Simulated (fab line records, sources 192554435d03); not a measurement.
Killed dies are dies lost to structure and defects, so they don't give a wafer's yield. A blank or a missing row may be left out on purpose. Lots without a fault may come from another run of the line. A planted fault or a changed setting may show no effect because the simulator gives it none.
Chamber matching | flow n5_finfet | N5_FIN_SAQP_SPACER1_ETCHBACK_25 on rie_diel-06: 4 sister chambers
The step etches SiO2 in CHF3/O2, target depth 24.4 nm, time 12.2 s. 18 wafers are shown with their chamber, then 9 later ones without.

WAFERS WITH THEIR CHAMBER
wafer  | chamber | drypump_motor_current_A (A) | oes_product_au (a.u.) | showerhead_plenum_p_Torr (Torr)
L077.3 | 3       | 5.0                         | 0.74                  | 2.40
L077.4 | 0       | 5.8                         | 0.74                  | 2.41
L077.6 | 3       | 5.0                         | 0.75                  | 2.40
L079.1 | 1       | 5.3                         | 0.68                  | 2.47
L079.5 | 3       | 4.9                         | 0.75                  | 2.40
L079.6 | 1       | 5.3                         | 0.68                  | 2.47
L084.1 | 2       | 6.1                         | 0.92                  | 2.37
L084.2 | 3       | 5.0                         | 0.74                  | 2.39
L084.3 | 1       | 5.3                         | 0.67                  | 2.47
L085.2 | 3       | 5.0                         | 0.74                  | 2.39
L085.3 | 2       | 6.0                         | 0.92                  | 2.37
L085.4 | 0       | 5.8                         | 0.74                  | 2.40
L086.2 | 1       | 5.3                         | 0.68                  | 2.47
L086.3 | 3       | 5.0                         | 0.74                  | 2.39
L086.5 | 2       | 6.1                         | 0.92                  | 2.37
L089.3 | 2       | 6.1                         | 0.90                  | 2.37
L089.5 | 2       | 6.1                         | 0.90                  | 2.37
L089.6 | 3       | 5.0                         | 0.72                  | 2.39

SIGNATURES (means of the wafers above)
reading                  | chamber 0 | chamber 1 | chamber 2 | chamber 3 | scatter within a chamber
drypump_motor_current_A  | 5.800     | 5.300     | 6.080     | 4.986     | 0.0344
oes_product_au           | 0.7400    | 0.6775    | 0.9120    | 0.7400    | 0.00908
showerhead_plenum_p_Torr | 2.4050    | 2.4700    | 2.3700    | 2.3943    | 0.00398
Rule: a wafer's distance from a chamber is the root of the sum, over the readings, of the square of ((its reading less the chamber's mean) divided by the reading's scatter). The wafer belongs to the nearest chamber; if the next one is less than 2 further off, it can't be placed. The scatter: the root of (the sum of the squares of (reading less its chamber's mean) over the shown wafers, divided by (wafers less chambers)).

WAFERS WITHOUT THEIR CHAMBER
wafer  | drypump_motor_current_A (A) | oes_product_au (a.u.) | showerhead_plenum_p_Torr (Torr)
L092.1 | 6.1                         | 0.88                  | 2.37
L092.4 | 5.8                         | 0.72                  | 2.40
L092.6 | 5.3                         | 0.95                  | 2.46
L094.1 | 6.1                         | 0.87                  | 2.37
L094.2 | 5.0                         | 0.72                  | 2.38
L094.6 | 6.1                         | 0.88                  | 2.36
L097.1 | 5.3                         | 0.91                  | 2.46
L097.2 | 5.0                         | 0.71                  | 2.38
L097.5 | 5.0                         | 0.71                  | 2.38

WHICH CHAMBER EACH WENT THROUGH
wafer  | from the rows above          | in truth
L092.1 | 2                            | 2
L092.4 | 0                            | 0
L092.6 | can't be placed: 3 or 1 or 0 | 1
L094.1 | 2                            | 2
L094.2 | 3                            | 3
L094.6 | 2                            | 2
L097.1 | can't be placed: 1 or 3 or 0 | 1
L097.2 | 3                            | 3
L097.5 | 3                            | 3
Placed correctly: 7 of 9. Can't be placed from these rows: 2 (the true chamber is among the candidates in 2). Placed wrongly: 0.
